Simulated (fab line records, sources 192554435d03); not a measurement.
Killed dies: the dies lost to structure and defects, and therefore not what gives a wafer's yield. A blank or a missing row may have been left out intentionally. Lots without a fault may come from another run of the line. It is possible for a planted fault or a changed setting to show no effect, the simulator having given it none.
fab line records    flow n5Finfet
record lots=5  wafers=15  lastDay=16
route steps=1938 shown MOL_CONTACT_COAG@597
lots with no fault: from the same line, run without faults
startH: the number of hours between the record's first day and the start of the first shown wafer of the lot    waitH: hours since the lot's step before    " as in the row above    L1.1+2: several wafers, shown together as one row    - value missing, or start not given    * or withheld: withheld    < > ~ a bound
route shown NAME@n: a module of which the file shows steps, and the number in the route of the first    usual: mean/standard deviation taken from wafers without a fault    same: alike in all rows    chamber/n: place in a boat    sites: each site's reading    _std_site: the standard deviation of these    _edge_site: mean of outer sites minus mean of inner sites    radiusMm: for every site, how far away it sits from the centre of the wafer    mask NAME#n: copy n    behind: the last tool/chamber to shape the wafer    hold: why the lot was held/for how many hours/how that ended    device: which transistor (n, p or np) failed to switch    end of line: the same wafers' tests at the end of the route    for a step that has no rows: nothing shown but its recipe    killed: the dies lost at the first sort to structure and to defects; this is not the yield of the wafer    map: a wafer's dies, marking killed ones x, the rest . and places with no die _
set.NAME: the setting the step ran with; set.NAME@STEP: the setting that earlier step ran with    model.NAME: the simulator's own value behind a step, which no gauge read
a table for each step, a row for each wafer; lots at some steps of the route
services: when a tool's chamber went out of use (startH, in hours from the record's first day, below 0 if earlier), for how many hours, and the reason
## steps
# step N5_MOL_CONTACT_COAG_EBR_36
# recipe solvent=PGMEA  ebrWidthMm=1.5
# usual resistLineTempC=23.00/0.1
lot.wafer  tool           chamber  startH  waitH  resistLineTempC
L083.1     lithoTrack-05  0        -       -      22.97
L083.5     "              0        "       "      22.89
L083.6     "              0        "       "      23.12
L084.4     lithoTrack-01  0        -       -      22.90
L084.5     "              0        "       "      22.99
L084.6     "              0        "       "      22.93
L087.2     lithoTrack-05  0        -       -      23.05
L087.3     "              0        "       "      22.97
L087.4     "              0        "       "      23.09
L093.1     lithoTrack-01  0        -       -      22.83
L093.3     "              0        "       "      22.91
L093.4     "              0        "       "      22.89
L094.1     lithoTrack-03  0        -       -      23.07
L094.2     "              0        "       "      22.91
L094.6     "              0        "       "      23.14
# step N5_MOL_CONTACT_COAG_SOFTBAKE_35
# recipe tempC=110  timeS=60  resist=CAR-EUV
# usual resistLineTempC=23.00/0.1
# same timeS=60
lot.wafer  tool           chamber  startH  waitH  resistLineTempC
L083.1     lithoTrack-05  0        -       -      23.02
L083.5     "              0        "       "      22.93
L083.6     "              0        "       "      22.80
L084.4     lithoTrack-01  0        -       -      22.82
L084.5     "              0        "       "      22.88
L084.6     "              0        "       "      22.86
L087.2     lithoTrack-05  0        -       -      23.10
L087.3     "              0        "       "      22.96
L087.4     "              0        "       "      23.04
L093.1     lithoTrack-01  0        -       -      23.02
L093.3     "              0        "       "      22.96
L093.4     "              0        "       "      23.02
L094.1     lithoTrack-03  0        -       -      23.20
L094.2     "              0        "       "      23.01
L094.6     "              0        "       "      23.18
# step N5_MOL_CONTACT_COAG_EXPOSE_37
# recipe maskId=VD  na=0.33  sourceShape=annular  sigmaInner=0.3  sigmaOuter=0.7  polarization=unpolarized  defocusNm=0  doseMj=62
lot.wafer   tool           chamber  startH  waitH  mask
L083.1+5+6  euvScanner-02  0        153.84  -      VD#0
L084.4+5+6  euvScanner-02  0        160.34  -      VD#0
L087.2+3+4  euvScanner-01  0        182.75  -      VD#0
L093.1+3+4  euvScanner-02  0        211.57  -      VD#0
L094.1+2+6  euvScanner-02  0        224.13  -      VD#0
# step N5_MOL_CONTACT_COAG_PEB_38
# recipe pebTempC=100  pebTimeS=60  resist=CAR-EUV
# usual resistLineTempC=23.01/0.11
lot.wafer  tool           chamber  startH  waitH  resistLineTempC
L083.1     lithoTrack-03  0        153.91  0.1    22.98
L083.5     "              0        "       "      23.03
L083.6     "              0        "       "      23.01
L084.4     lithoTrack-01  0        160.40  0.0    22.92
L084.5     "              0        "       "      22.95
L084.6     "              0        "       "      23.10
L087.2     lithoTrack-03  0        182.82  0.1    22.98
L087.3     "              0        "       "      23.26
L087.4     "              0        "       "      23.07
L093.1     lithoTrack-01  0        211.64  0.1    22.83
L093.3     "              0        "       "      22.90
L093.4     "              0        "       "      22.94
L094.1     lithoTrack-01  0        224.21  0.1    22.82
L094.2     "              0        "       "      23.01
L094.6     "              0        "       "      22.93
# step N5_MOL_CONTACT_COAG_DEVELOP_39
# recipe developTimeS=30  developer=TMAH  resist=CAR-EUV  rinseLiquid=surfactantRinse  dry=airSpin  devTempC=23
# usual resistLineTempC=23.00/0.099
lot.wafer  tool           chamber  startH  waitH  resistLineTempC
L083.1     lithoTrack-03  0        -       -      23.06
L083.5     "              0        "       "      23.08
L083.6     "              0        "       "      22.73
L084.4     lithoTrack-01  0        -       -      23.07
L084.5     "              0        "       "      22.87
L084.6     "              0        "       "      23.09
L087.2     lithoTrack-03  0        -       -      22.99
L087.3     "              0        "       "      23.10
L087.4     "              0        "       "      23.06
L093.1     lithoTrack-01  0        -       -      22.95
L093.3     "              0        "       "      22.92
L093.4     "              0        "       "      23.06
L094.1     lithoTrack-01  0        -       -      22.87
L094.2     "              0        "       "      22.92
L094.6     "              0        "       "      23.00
# step N5_MOL_CONTACT_COAG_CD_MEAS_40
# recipe targetCdNm=25.1  landingEnergyEv=500  detector=seInlens  polarity=opening
# usual cdNm=25.11/0.23
lot.wafer  tool      chamber  startH  waitH  cdNm
L083.1     cdSem-03  0        153.98  -      25.00
L083.5     "         0        "       "      25.01
L083.6     "         0        "       "      25.08
L084.4     cdSem-01  0        160.46  -      25.31
L084.5     "         0        "       "      25.57
L084.6     "         0        "       "      25.24
L087.2     cdSem-01  0        182.89  -      25.03
L087.3     "         0        "       "      25.11
L087.4     "         0        "       "      24.90
L093.1     cdSem-02  0        211.71  -      25.47
L093.3     "         0        "       "      25.33
L093.4     "         0        "       "      24.94
L094.1     cdSem-02  0        224.28  -      25.20
L094.2     "         0        "       "      25.04
L094.6     "         0        "       "      24.95
# step N5_MOL_CONTACT_COAG_OVL_MEAS_41
# recipe pointsPerWafer=522
# usual VD_OVL=0.3/0.62
lot.wafer  tool        chamber  startH  waitH  VD_OVL[nm]
L083.1     overlay-01  0        154.01  0.0    -0.2
L083.5     "           0        "       "      0.2
L083.6     "           0        "       "      0.1
L084.4     overlay-01  0        160.51  0.0    0.4
L084.5     "           0        "       "      -0.2
L084.6     "           0        "       "      0.3
L087.2     overlay-02  0        182.93  0.0    -0.1
L087.3     "           0        "       "      -0.3
L087.4     "           0        "       "      -0.3
L093.1     overlay-01  0        211.74  0.0    0.8
L093.3     "           0        "       "      1.4
L093.4     "           0        "       "      0.9
L094.1     overlay-02  0        224.31  0.0    0.0
L094.2     "           0        "       "      0.6
L094.6     "           0        "       "      -0.1
# step N5_MOL_CONTACT_COAG_INSPECT_42
# recipe mode=adi  inspectInstrument=brightfield
# usual rawDefectCount=184/51
lot.wafer  tool              chamber  startH  waitH  rawDefectCount
L083.1     defectInspect-02  -        154.07  0.1    155
L083.5     "                 -        "       "      211
L083.6     "                 -        "       "      227
L084.4     defectInspect-02  -        160.55  0.0    138
L084.5     "                 -        "       "      166
L084.6     "                 -        "       "      135
L087.2     defectInspect-02  -        182.98  0.0    308
L087.3     "                 -        "       "      216
L087.4     "                 -        "       "      231
L093.1     defectInspect-02  -        211.80  0.1    153
L093.3     "                 -        "       "      183
L093.4     "                 -        "       "      168
L094.1     defectInspect-02  -        224.37  0.1    188
L094.2     "                 -        "       "      138
L094.6     "                 -        "       "      196
# step N5_MOL_CONTACT_COAG_DESCUM_45
# recipe chemistry=O2  timeS=7  sourcePowerW=50  biasPowerW=20  pressureMtorr=20  rfFrequencyHz=2.712e+07  tempC=40  resist=CAR-EUV  o2FlowSccm=225
# usual drypumpMotorCurrentA=5.7/0.38  oesProductAu=0.79/0.092  rfVppV=242.9/1.2  showerheadPlenumPTorr=2.08/0.066  throttleValvePct=20.42/0.19
# same timeS=7
lot.wafer  tool        chamber  startH  waitH  drypumpMotorCurrentA  oesProductAu  rfHoursCounterH  rfVppV  showerheadPlenumPTorr  throttleValvePct
L083.1     rieDiel-05  1        154.11  0.0    5.2                   0.74          178              243.6   2.08                   20.43
L083.5     "           2        "       "      5.7                   0.75          -                243.7   2.18                   20.09
L083.6     "           3        "       "      5.2                   0.96          -                241.6   2.05                   20.48
L084.4     rieDiel-05  1        160.88  0.3    5.2                   0.74          180              244.3   2.08                   20.44
L084.5     "           3        "       "      5.2                   0.95          -                242.3   2.05                   20.46
L084.6     "           2        "       "      5.6                   0.75          -                244.1   2.18                   20.09
L087.2     rieDiel-05  3        183.01  0.0    5.2                   0.92          16               243.1   2.05                   20.48
L087.3     "           1        "       "      5.2                   0.72          189              242.5   2.08                   20.44
L087.4     "           0        "       "      5.7                   0.71          -                243.3   2.07                   20.47
L093.1     rieDiel-03  0        211.88  0.1    6.1                   0.79          115              241.6   2.03                   20.57
L093.3     "           3        "       "      5.6                   0.87          54               242.4   2.04                   20.33
L093.4     "           1        "       "      5.3                   0.94          21               241.8   2.16                   20.59
L094.1     rieDiel-06  3        224.40  0.0    6.4                   0.70          216              241.5   1.98                   20.37
L094.2     "           2        "       "      5.6                   0.93          14               246.2   2.24                   20.20
L094.6     "           2        "       "      5.7                   0.92          -                244.7   2.24                   20.20
# step N5_MOL_CONTACT_COAG_ETCH_65
# recipe chemistry=N2/H2  target=underlayer  targetDepthA=130  maskMaterial=CAR-EUV  timeS=10.4  ionEnergyEv=200  pressureMtorr=30  sourceW=840  biasW=150  n2FlowSccm=200  h2FlowSccm=200  ends=cleared
# usual drypumpMotorCurrentA=5.7/0.38  etchRfOnTimeS=10.24/0.23  oesProductAu=0.68/0.075  rfVppV=523.2/2.3  showerheadPlenumPTorr=2.52/0.075  throttleValvePct=17.81/0.2
lot.wafer  tool        chamber  startH  waitH  drypumpMotorCurrentA  etchRfOnTimeS  oesProductAu  rfHoursCounterH  rfVppV  showerheadPlenumPTorr  throttleValvePct
L083.1     rieDiel-05  1        154.14  0.0    5.2                   10.51          0.62          178              524.3   2.53                   17.92
L083.5     "           2        "       "      5.6                   10.28          0.64          -                526.2   2.63                   17.52
L083.6     "           3        "       "      5.2                   9.94           0.82          -                523.6   2.49                   17.86
L084.4     rieDiel-05  1        160.91  0.0    5.2                   10.39          0.62          180              524.4   2.53                   17.93
L084.5     "           3        "       "      5.2                   9.98           0.82          -                522.3   2.49                   17.86
L084.6     "           2        "       "      5.7                   10.18          0.65          -                527.6   2.63                   17.51
L087.2     rieDiel-05  3        183.05  0.0    5.2                   9.91           0.79          16               522.1   2.49                   17.89
L087.3     "           1        "       "      5.2                   10.36          0.62          189              524.0   2.53                   17.95
L087.4     "           0        "       "      5.7                   10.12          0.62          -                522.9   2.52                   17.86
L093.1     rieDiel-03  0        211.91  0.0    6.1                   10.14          0.69          115              520.2   2.44                   17.74
L093.3     "           3        "       "      5.6                   10.38          0.73          54               523.8   2.48                   17.75
L093.4     "           1        "       "      5.3                   10.05          0.81          21               525.8   2.60                   17.93
L094.1     rieDiel-06  3        224.44  0.0    6.4                   10.51          0.60          216              519.7   2.40                   17.79
L094.2     "           2        "       "      5.7                   10.70          0.78          14               530.2   2.72                   17.54
L094.6     "           2        "       "      5.7                   10.70          0.79          -                528.1   2.72                   17.57
## services
tool           chamber  startH  hours  kind
euvScanner-02  -        130.83  5.8    pm
euvScanner-01  -        145.95  8.0    pm
euvScanner-02  -        157.43  1.0    pm
rieDiel-06     2        158.01  -      clean
rieDiel-06     2        158.01  -      consumableReplace:focusRing
rieDiel-06     2        158.01  -      consumableReplace:showerhead
rieDiel-06     2        158.01  24.5   scheduledDown
rieDiel-06     2        158.01  24.5   ventCycle
euvScanner-01  -        159.88  1.0    pm
euvScanner-01  -        161.50  0.3    repair
rieDiel-05     2        169.34  16.3   repair
rieDiel-05     0        170.33  5.8    repair
euvScanner-02  -        181.99  1.9    repair
euvScanner-01  0        195.27  -      calibration
lithoTrack-01  -        209.98  -      consumableReplace:filter
euvScanner-02  0        212.14  -      calibration
euvScanner-02  -        215.68  1.0    pm
euvScanner-01  -        216.74  1.0    pm
euvScanner-01  -        218.13  0.9    repair
rieDiel-06     0        219.61  -      clean
rieDiel-06     0        219.61  -      consumableReplace:focusRing
rieDiel-06     0        219.61  23.5   scheduledDown
rieDiel-06     0        219.61  23.5   ventCycle
rieDiel-03     0        223.19  7.0    repair
## key
fault none
